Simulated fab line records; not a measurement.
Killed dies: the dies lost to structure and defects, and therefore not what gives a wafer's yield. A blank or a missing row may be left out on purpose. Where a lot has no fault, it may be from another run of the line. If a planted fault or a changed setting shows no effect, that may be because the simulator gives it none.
2 desks, one fault || flow n5_finfet || each desk has only its own numbers; what lay behind them comes last

## THE TOOL OWNER'S DESK: pvd_sputter-03
The tool's own readings at N5_BEOL_M14_SPUTTER_43 (material TaN, target thk 15 nm, time 24.19 s): means of the sampled wafers that have a number, for each lot that ran on this tool. If a lot's mean is further than 4 standard deviations from the usual mean, the lot is out of limits and carries the mark OUT (the distance appears in the brackets).
Columns: A = cathode_dc_power_W at N5_BEOL_M14_SPUTTER_43, usual 15000 W; B = susceptor_temp_C at N5_BEOL_M14_SPUTTER_43, usual 49.99 C; C = throttle_valve_pct at N5_BEOL_M14_SPUTTER_43, usual 29.9 %
{"lot": "L948", "first seen here": "day 15 11:55", "A": 15000, "B": 49.88, "C": 29.7}
{"lot": "L951", "first seen here": "day 15 18:11", "A": "15873 (+99 or more) OUT", "B": 50.14, "C": 29.7}
{"lot": "L952", "first seen here": "day 16 11:30", "A": "15873 (+99 or more) OUT", "B": 49.94, "C": 29.7}
{"lot": "L965", "first seen here": "day 19 02:22", "A": 14999, "B": 49.93, "C": 30.3}
This desk's finding: out of limits on L951, L952; first on L951, day 15 18:11 (cathode_dc_power_W at N5_BEOL_M14_SPUTTER_43). L948, L965 stayed within limits.

## METROLOGY DESK
Lot by lot, what the gauges showed, no matter which tool ran the lot: averages of those sampled wafers that carry a number. If a lot's mean is further than 4 standard deviations from the usual mean, the lot is out of limits and carries the mark OUT (the distance appears in the brackets).
Columns: A = trench_depth_nm at N5_BEOL_M14_OCD_MEAS_35, usual 558 nm
{"lot": "L944", "first seen here": "day 14 10:41", "A": 566}
{"lot": "L948", "first seen here": "day 15 08:55", "A": 547}
{"lot": "L951", "first seen here": "day 15 15:48", "A": 558}
{"lot": "L952", "first seen here": "day 16 01:44", "A": 559}
{"lot": "L954", "first seen here": "day 16 14:31", "A": 550}
{"lot": "L965", "first seen here": "day 19 01:38", "A": 558}
This desk's finding: nothing out of limits on any of the 6 lots.

## ALL TOGETHER
On L951, L952, at day 15 18:11, an alarm was possible from the tool owner's desk.
Metrology desk: nothing out of limits seen.
The metrology desk holds a record of L951, L952, inside its limits.
N5_BEOL_M14_SPUTTER_43 was run on pvd_sputter-03 by each of the lots named.

## WHAT WAS PUT IN BY THE SIMULATOR
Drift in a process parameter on pvd_sputter-03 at N5_BEOL_M14_SPUTTER_43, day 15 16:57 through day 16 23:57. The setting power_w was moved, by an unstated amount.
Shown lots that were struck: L951, L952.
Time in hours from fault onset to the first out-of-limits reading at each desk: the tool owner's desk, 1.
